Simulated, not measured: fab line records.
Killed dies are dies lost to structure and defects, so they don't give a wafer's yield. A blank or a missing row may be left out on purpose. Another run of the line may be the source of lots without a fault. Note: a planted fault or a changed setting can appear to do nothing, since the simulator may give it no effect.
Split-lot trial    flow n5-finfet    21 wafers read across 7 lots, on a route 1938 steps long

== THE SPLIT ITSELF ==
At N5_BEOL_M15_COAT_22 (resist thk 800 nm), the setting spin-rpm was moved away from the recipe's 1704 rpm on 8 of the 21 wafers read, by -7.0% to +9.7%. For the rest of the wafers, this setting stayed at what the recipe calls for.

== FROM THE SPLIT TO THE READING: what the file shows between them, 5 steps ==
- N5_BEOL_M15_PEB_26: peb time 90 s (also split here: peb-time-s)
- N5_BEOL_M15_DEVELOP_27: develop time 45 s
- N5_BEOL_M15_HARDBAKE_32: time 120 s
- N5_BEOL_M15_CD_MEAS_28: target cd 407.6 nm
- N5_BEOL_M15_DESCUM_33: chemistry O2, time 7.9 s

== THE READING ==
coat_of_BEOL_M15_COAT_22.thk-nm (the simulator's own value, which no gauge read), in nm, at N5_BEOL_M15_ETCH_61 (etches BARC in N2/H2, target depth 89 nm, overetch 26.7 nm, time 67.9 s). The file gives no usual value for it. Here, 13 wafers ran the recipe; their average is 718.1 nm with a standard deviation of 2.9 nm.

wafer   tool, chamber at the split  spin-rpm as run, rpm  against the recipe  coat_of_BEOL_M15_COAT_22.thk-nm, nm  against lot-mates on the recipe
L074.2  litho-track-05, 0           1704                  recipe              714                                  -
L074.5  litho-track-05, 0           1704                  recipe              719.6                                -
L074.6  litho-track-05, 0           1704                  recipe              716                                  -
L077.1  litho-track-01, 0           1595                  -6.4%               742.8                                +30.4
L077.3  litho-track-01, 0           1595                  -6.4%               741.4                                +29.0
L077.4  litho-track-01, 0           1704                  recipe              712.4                                -
L079.3  litho-track-05, 0           1704                  recipe              719.2                                -
L079.5  litho-track-05, 0           1596                  -6.3%               740.6                                +21.4
L079.6  litho-track-05, 0           1596                  -6.3%               746.8                                +27.6
L080.2  litho-track-05, 0           1704                  recipe              715.6                                -
L080.3  litho-track-05, 0           1869                  +9.7%               683.2                                -34.2
L080.5  litho-track-05, 0           1704                  recipe              719.2                                -
L090.4  litho-track-04, 0           1585                  -7.0%               747.6                                +30.0
L090.5  litho-track-04, 0           1704                  recipe              717.6                                -
L090.6  litho-track-04, 0           1585                  -7.0%               748.4                                +30.8
L093.3  litho-track-01, 0           1704                  recipe              718.6                                -
L093.5  litho-track-01, 0           1591                  -6.6%               747.2                                +27.9
L093.6  litho-track-01, 0           1704                  recipe              720                                  -
L097.1  litho-track-01, 0           1704                  recipe              722.2                                -
L097.3  litho-track-01, 0           1704                  recipe              717.6                                -
L097.4  litho-track-01, 0           1704                  recipe              723                                  -

THE FIT
A straight line over all 21 wafers: coat_of_BEOL_M15_COAT_22.thk-nm changes by -3.93 nm for each +1% of spin-rpm; r = -0.98; the points scatter about the line by 2.9 nm.
The same after taking each lot's own level away (the mean of its wafers on the recipe; 21 wafers): -4.03 nm for each +1%; r = -0.99; scatter 2.5 nm.
The reading moves by 39 nm for the largest change in spin-rpm, on that fit.
Measured against the standard deviation above, the lots' own levels, which go from 712.40 to 720.93 nm, span 2.9 times it.
The two slopes are in agreement: the lot-to-lot level therefore moves the slope only a little.
Check: -41.5 nm against its lot-mates is what the line predicts for one of the wafers moved furthest among these (+9.7%) when that wafer is left out of the fit. Against them it came out at -34.2 nm.

== FURTHER SPLITS ON THESE WAFERS ==
Before the reading, these wafers also passed through other splits. Each is held against what the fit with the lots' levels taken away leaves over:
other split on the same wafers  wafers away from the commonest value  r with coat_of_BEOL_M15_COAT_22.thk-nm (lot level and that fit taken away)
N5_BEOL_M14_ILD_DEP_00 time-s   6                                     -0.38
N5_BEOL_M14_EXPOSE_07 dose-mj   7                                     -0.21
N5_BEOL_M15_PEB_26 peb-time-s   8                                     +0.03

== THE WHOLE CHAIN: every reading that the file lists as answering this split, in the file's order ==
step                 what it does                                                             reading                                                                           change (the file's fit)               r (the file's)
N5_BEOL_M15_COAT_22  resist thk 800 nm                                                        coat_of_BEOL_M15_COAT_22.thk-nm (the simulator's own value, which no gauge read)  -4.07 nm for each +1% of the setting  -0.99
N5_BEOL_M15_ETCH_61  etches BARC in N2/H2, target depth 89 nm, overetch 26.7 nm, time 67.9 s  coat_of_BEOL_M15_COAT_22.thk-nm (the simulator's own value, which no gauge read)  -4.01 nm for each +1% of the setting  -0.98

== FILE'S OWN FIT ==
coat_of_BEOL_M15_COAT_22.thk-nm changes by -4.01 nm for each +1% of spin-rpm, r = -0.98.
